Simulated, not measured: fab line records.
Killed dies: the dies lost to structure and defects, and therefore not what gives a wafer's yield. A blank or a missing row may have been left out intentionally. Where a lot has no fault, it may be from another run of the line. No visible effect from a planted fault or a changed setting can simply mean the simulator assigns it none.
The same fault as seen by 3 desks || flow n5-finfet || every desk sees just its own numbers, and what lay behind them comes last

## THE DEFECT DESK
Lot by lot, what the route's inspections counted, given as the mean of those sampled wafers with a number. Any lot whose mean is over 4 standard deviations away from the usual mean is out of limits and marked OUT; that distance is given in the brackets.
Columns: A = raw-defect-count at N5_BEOL_M8_INSPECT_58, usual 65; B = raw-defect-count at N5_BEOL_M9_INSPECT_13, usual 387
{"lot": "L666", "first seen here": "day 9 23:14", "A": 47, "B": 359}
{"lot": "L667", "first seen here": "day 10 03:35", "A": 65, "B": 359}
{"lot": "L672", "first seen here": "day 11 10:17", "A": 74, "B": 356}
{"lot": "L676", "first seen here": "day 12 11:01", "A": 84, "B": 367}
{"lot": "L677", "first seen here": "day 12 20:58", "A": 74, "B": 344}
{"lot": "L683", "first seen here": "day 14 10:09", "A": 46, "B": 305}
Result from this desk: across the 6 lots, nothing is out of limits.

## THE METROLOGY DESK
Means of the sampled wafers that have a number, per lot and without regard to the tool the lot ran on: this is what the gauges read. Any lot whose mean is over 4 standard deviations away from the usual mean is out of limits and marked OUT; that distance is given in the brackets.
Columns: A = M8_THK at N5_BEOL_M8_THK_MEAS_53, usual 81.3 nm; B = M8_RS at N5_BEOL_M8_RS_MEAS_57, usual 0.287 ohm/sq; C = M9_ILD_THK at N5_BEOL_M9_THK_MEAS_01, usual 268 nm; D = cd-nm at N5_BEOL_M9_CD_MEAS_11, usual 64.1 nm; E = M9_OVL at N5_BEOL_M9_OVL_MEAS_12, usual 0.2 nm
{"lot": "L666", "first seen here": "day 9 23:05", "A": 82.1, "B": 0.284, "C": 269, "D": 64.4, "E": 0.0}
{"lot": "L667", "first seen here": "day 10 03:26", "A": 80.6, "B": 0.289, "C": 270, "D": 64.6, "E": -0.2}
{"lot": "L672", "first seen here": "day 11 10:08", "A": 81.2, "B": 0.288, "C": 268, "D": 64.6, "E": 0.5}
{"lot": "L676", "first seen here": "day 12 10:50", "A": 80.7, "B": 0.288, "C": 268, "D": 63.3, "E": -1.1}
{"lot": "L677", "first seen here": "day 12 20:49", "A": 81.5, "B": 0.287, "C": 268, "D": 64.6, "E": 0.4}
{"lot": "L683", "first seen here": "day 14 09:59", "A": 80.8, "B": 0.288, "C": 270, "D": 63.9, "E": 0.6}
Result from this desk: across the 6 lots, nothing is out of limits.

## TOOL OWNER'S DESK, litho-track-01
The tool's own readings at N5_BEOL_M9_COAT_05 (resist thk 90 nm): means of the sampled wafers that have a number, for each lot that ran on this tool. Any lot whose mean is over 4 standard deviations away from the usual mean is out of limits and marked OUT; that distance is given in the brackets.
Columns: A = spin-speed-rpm at N5_BEOL_M9_COAT_05, usual 1499.9 rpm
{"lot": "L666", "first seen here": "day 10 02:10", "A": 1499.8}
{"lot": "L677", "first seen here": "day 12 23:11", "A": "1721.8 (+99 or more) OUT"}
{"lot": "L683", "first seen here": "day 14 12:04", "A": "1722.1 (+99 or more) OUT"}
Finding of this desk: L677, L683 out of limits; the first was L677 at day 12 23:11, on spin-speed-rpm at N5_BEOL_M9_COAT_05. Within limits: L666.

## BROUGHT TOGETHER
An alarm could have come from the tool owner's desk at day 12 23:11, on L677, L683.
Nothing the defect desk looked at was out of limits.
Metrology desk: nothing out of limits seen.
The defect desk has L677, L683 on record, within its limits.
The metrology desk has L677, L683 on record, within its limits.
Every lot named ran N5_BEOL_M9_COAT_05 on litho-track-01.

## WHAT THE SIMULATOR HAD INSERTED
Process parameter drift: litho-track-01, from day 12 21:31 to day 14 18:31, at N5_BEOL_M9_COAT_05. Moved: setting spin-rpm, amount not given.
Lots struck among those shown: L677, L683.
Delay in hours, fault start to first out-of-limits reading, by desk: the tool owner's desk at 2.
